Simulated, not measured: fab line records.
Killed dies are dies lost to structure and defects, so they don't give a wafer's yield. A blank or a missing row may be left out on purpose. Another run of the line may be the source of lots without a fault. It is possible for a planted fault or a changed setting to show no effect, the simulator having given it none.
Matching of chambers -- flow nand_harc -- NHARC_A_CONTACT_DESCUM_47 on rie_diel-05: 4 sister chambers
The step chemistry O2, time 3 s. 8 wafers are shown with their chamber, then 9 later ones without.

WAFERS PAIRED WITH THEIR CHAMBERS
wafer,chamber,showerhead_plenum_p_Torr (Torr),drypump_motor_current_A (A)
L076.1,2,1.83,5.6
L076.6,2,1.83,5.6
L078.5,1,1.85,5.3
L084.5,0,1.79,5.6
L084.6,3,1.83,5.5
L087.2,3,1.83,5.5
L087.3,1,1.84,5.4
L087.4,0,1.79,5.6

WAFERS WITHOUT THEIR CHAMBER
wafer,showerhead_plenum_p_Torr (Torr),drypump_motor_current_A (A)
L091.2,1.78,5.6
L091.3,1.83,5.5
L091.4,1.83,5.6
L092.1,1.84,5.4
L092.2,1.78,5.6
L092.5,1.84,5.3
L095.2,1.83,5.5
L095.4,1.83,5.5
L095.6,1.83,5.6

WHICH CHAMBER EACH ONE RAN IN
wafer,from the rows above,in truth
L091.2,0,0
L091.3,3,3
L091.4,2,2
L092.1,can't be placed: 1 or 3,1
L092.2,0,0
L092.5,1,1
L095.2,3,3
L095.4,3,3
L095.6,2,2
8 of 9 placed correctly. Not placeable from these rows: 1 (in 1, the candidates include the true chamber). 0 placed wrongly.
How it was worked out, from the rows above alone: a wafer's distance from a chamber is the root of the sum, over the readings, of the square of ((its reading less the chamber's mean) divided by the reading's scatter). The wafer belongs to the nearest chamber; if the next one is less than 2 further off, it can't be placed. Each chamber's mean is taken over the wafers shown for it. The scatter: take each reading less its chamber's mean, square it, sum over the shown wafers, divide by the number of wafers less the number of chambers, and take the root.
